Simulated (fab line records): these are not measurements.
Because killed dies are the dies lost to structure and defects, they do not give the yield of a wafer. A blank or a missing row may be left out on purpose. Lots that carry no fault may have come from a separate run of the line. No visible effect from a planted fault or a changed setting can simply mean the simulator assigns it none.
Lot-split experiment    flow n5_finfet    7 lots, 39 wafers read, on a route of 1938 steps

== SPLIT DETAILS ==
At N5_FIN_SAQP_ALD_61 (deposits SiO2, target thk 4 nm, pulse time 1 s, purge time 2 s), the setting ald_cycles was moved away from the recipe's 43 on 15 of the 39 wafers read, by -9.3% to +9.3%. All remaining wafers had this setting at the recipe value.

The reading is taken at the split's own step.

== THE READING ==
SiO2_of_FIN_SAQP_ALD_61.thk_nm (the simulator's own value, which no gauge read), in nm, at N5_FIN_SAQP_ALD_61 (deposits SiO2, target thk 4 nm, pulse time 1 s, purge time 2 s). There is no usual value for it anywhere in the file. Here, 24 wafers ran the recipe; their average is 4.000 nm with a standard deviation of 0.011 nm.

wafer   tool, chamber at the split  ald_cycles as run  against the recipe  SiO2_of_FIN_SAQP_ALD_61.thk_nm, nm  against lot-mates on the recipe
L074.1  ald_sin-01, 2               40                 -7.0%               3.739                               -0.274
L074.2  ald_sin-01, 1               40                 -7.0%               3.711                               -0.302
L074.3  ald_sin-01, 3               43                 recipe              4.01                                -
L074.4  ald_sin-01, 0               43                 recipe              4.017                               -
L074.5  ald_sin-01, 1               43                 recipe              4.012                               -
L074.6  ald_sin-01, 2               40                 -7.0%               3.702                               -0.311
L076.1  ald_sin-02, 1               43                 recipe              4.014                               -
L076.2  ald_sin-02, 3               43                 recipe              3.994                               -
L076.3  ald_sin-02, 2               45                 +4.7%               4.184                               +0.177
L076.4  ald_sin-02, 0               43                 recipe              4.013                               -
L076.5  ald_sin-02, 0               45                 +4.7%               4.2                                 +0.193
L076.6  ald_sin-02, 3               45                 +4.7%               4.204                               +0.197
L078.1  ald_sin-04, 3               43                 recipe              3.983                               -
L078.2  ald_sin-04, 1               43                 recipe              3.99                                -
L078.3  ald_sin-04, 0               40                 -7.0%               3.72                                -0.270
L078.4  ald_sin-04, 2               43                 recipe              3.998                               -
L078.5  ald_sin-04, 2               40                 -7.0%               3.722                               -0.268
L078.6  ald_sin-04, 1               40                 -7.0%               3.697                               -0.293
L081.1  ald_sin-02, 3               43                 recipe              3.986                               -
L081.2  ald_sin-02, 0               43                 recipe              4.001                               -
L081.3  ald_sin-02, 1,2             43                 recipe              4.005                               -
L081.6  ald_sin-02, 1,2             43                 recipe              4.005                               -
L081.4  ald_sin-02, 2               43                 recipe              4.004                               -
L081.5  ald_sin-02, 3               43                 recipe              3.984                               -
L094.1  ald_sin-01, 2               39                 -9.3%               3.625                               -0.359
L094.2  ald_sin-01, 3               43                 recipe              3.979                               -
L094.3  ald_sin-01, 1               39                 -9.3%               3.637                               -0.347
L094.4  ald_sin-01, 1               39                 -9.3%               3.618                               -0.366
L094.5  ald_sin-01, 3               43                 recipe              3.99                                -
L094.6  ald_sin-01, 2               43                 recipe              3.983                               -
L095.1  ald_sin-02, 1               47                 +9.3%               4.389                               +0.386
L095.2  ald_sin-02, 0               43                 recipe              4.01                                -
L095.3  ald_sin-02, 3               43                 recipe              3.992                               -
L095.4  ald_sin-02, 2               47                 +9.3%               4.38                                +0.377
L095.5  ald_sin-02, 0               43                 recipe              4.007                               -
L095.6  ald_sin-02, 1               47                 +9.3%               4.395                               +0.392
L096.2  ald_sin-02, 2               43                 recipe              4.009                               -
L096.4  ald_sin-02, 3               43                 recipe              4.011                               -
L096.5  ald_sin-02, 3               43                 recipe              3.993                               -
Where a row lists several chambers, the file gives one row for several wafers and doesn't say which wafer went through which chamber.

FIT RESULTS
A straight line over all 39 wafers: SiO2_of_FIN_SAQP_ALD_61.thk_nm changes by +0.041 nm for each +1% of ald_cycles; r = +1.00; the points scatter about the line by 0.012 nm.
The same after taking each lot's own level away (the mean of its wafers on the recipe; 39 wafers): +0.0404 nm for each +1%; r = +1.00; scatter 0.011 nm.
According to that fit, moving ald_cycles by its largest amount changes the reading by 0.38 nm.
From 3.9840 to 4.0130 nm: that is the span of the lots' own levels, equal to 2.5 times the standard deviation above.
The two slopes agree, so the slope changes little with the lot-to-lot level.
Check: with one of the wafers moved furthest among these (-9.3%) left out of the fit, the line predicts -0.376 nm for it against its lot-mates. It came out at -0.359 nm against them.

== THESE WAFERS: OTHER SPLITS ==
These wafers also went through other splits before the reading. Each is held against what the fit with the lots' levels taken away leaves over:
other split on the same wafers         wafers away from the commonest value  r with SiO2_of_FIN_SAQP_ALD_61.thk_nm (lot level and that fit taken away)
N5_PMOS_HMC_CHANNEL_EPI_EPI_20 temp_c  9                                     +0.05

== THE FILE'S OWN FIT ==
SiO2_of_FIN_SAQP_ALD_61.thk_nm changes by +0.0403 nm for each +1% of ald_cycles, r = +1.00.
